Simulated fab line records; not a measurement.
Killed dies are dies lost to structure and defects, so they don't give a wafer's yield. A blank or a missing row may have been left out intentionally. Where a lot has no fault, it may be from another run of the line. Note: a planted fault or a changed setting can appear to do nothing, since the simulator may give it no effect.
Matching of chambers ; flow nand_harc ; 4 sister chambers for NHARC_A_CHANNEL_HOLE_D1_DESCUM_15 on rie_diel-08
The step chemistry O2, time 3 s. 36 wafers are shown with their chamber, then 12 later ones without.

WAFERS WITH THEIR CHAMBER
wafer;chamber;showerhead_plenum_p_Torr (Torr);chamber_pressure_mTorr (mTorr);oes_product_au (a.u.)
L075.1;1;1.85;59.99;1.008
L075.5;3;2.06;59.99;1.020
L075.6;0;1.79;60.00;1.009
L076.2;2;1.90;59.95;0.999
L076.3;0;1.79;59.98;0.991
L076.4;1;1.84;60.13;0.980
L077.2;2;1.90;60.10;0.985
L077.5;2;1.90;59.92;0.990
L077.6;3;2.05;59.93;0.986
L078.1;1;1.84;60.00;0.988
L078.3;0;1.79;59.94;0.992
L078.5;1;1.84;60.06;0.986
L080.4;0;1.79;59.97;0.997
L080.5;3;2.05;60.08;0.985
L080.6;2;1.90;59.94;0.996
L081.1;0;1.79;59.96;0.992
L081.2;3;2.05;59.96;0.982
L081.3;2;1.90;59.99;0.994
L082.3;2;1.90;59.92;0.998
L082.4;0;1.79;59.93;1.009
L082.5;0;1.79;59.95;1.011
L083.1;1;1.84;60.04;0.983
L083.4;0;1.79;59.98;0.993
L083.6;2;1.90;60.03;0.993
L084.2;1;1.84;60.00;0.992
L084.3;0;1.79;59.94;0.994
L084.6;0;1.79;59.93;0.998
L086.1;2;1.90;60.11;0.990
L086.4;1;1.84;60.08;0.997
L086.6;3;2.05;59.97;0.982
L089.3;0;1.79;59.97;0.992
L089.4;1;1.84;60.02;0.981
L089.5;1;1.84;59.98;0.981
L088.2;0;1.79;60.08;0.992
L088.3;0;1.79;59.99;0.997
L088.5;0;1.79;59.96;0.996

SIGNATURES (means of the wafers above)
reading;chamber 0;chamber 1;chamber 2;chamber 3;scatter within a chamber
showerhead_plenum_p_Torr;1.7900;1.8411;1.9000;2.0520;0.0023
chamber_pressure_mTorr;59.9700;60.0333;59.9950;59.9860;0.054
oes_product_au;0.99736;0.98844;0.99313;0.99100;0.00892
Rule: distance of a wafer from a chamber = root of the sum over the readings of ((wafer's reading minus chamber's mean) / reading's scatter) squared. If the next closest chamber is less than 2 further off than the closest, the wafer can't be placed; otherwise it belongs to the closest. The scatter: the root of (the sum of the squares of (reading less its chamber's mean) over the shown wafers, divided by (wafers less chambers)).

WAFERS WITHOUT THEIR CHAMBER
wafer;showerhead_plenum_p_Torr (Torr);chamber_pressure_mTorr (mTorr);oes_product_au (a.u.)
L091.1;1.79;60.04;1.000
L091.3;1.84;60.11;0.994
L091.4;1.90;60.02;0.988
L092.1;1.90;60.09;0.987
L092.2;1.84;60.02;0.989
L092.5;1.84;60.09;0.985
L095.2;2.05;60.00;0.994
L095.5;1.79;60.08;0.988
L095.6;1.84;59.93;0.997
L097.1;1.84;59.93;0.992
L097.4;2.05;60.00;1.006
L097.5;2.05;60.01;1.009

THE CHAMBER EACH PASSED THROUGH
wafer;from the rows above;in truth
L091.1;0;0
L091.3;1;1
L091.4;2;2
L092.1;2;2
L092.2;1;1
L092.5;1;1
L095.2;3;3
L095.5;0;0
L095.6;1;1
L097.1;1;1
L097.4;3;3
L097.5;3;3
Correct placement for 12 of the 12. Can't be placed from these rows: 0. 0 placed wrongly.
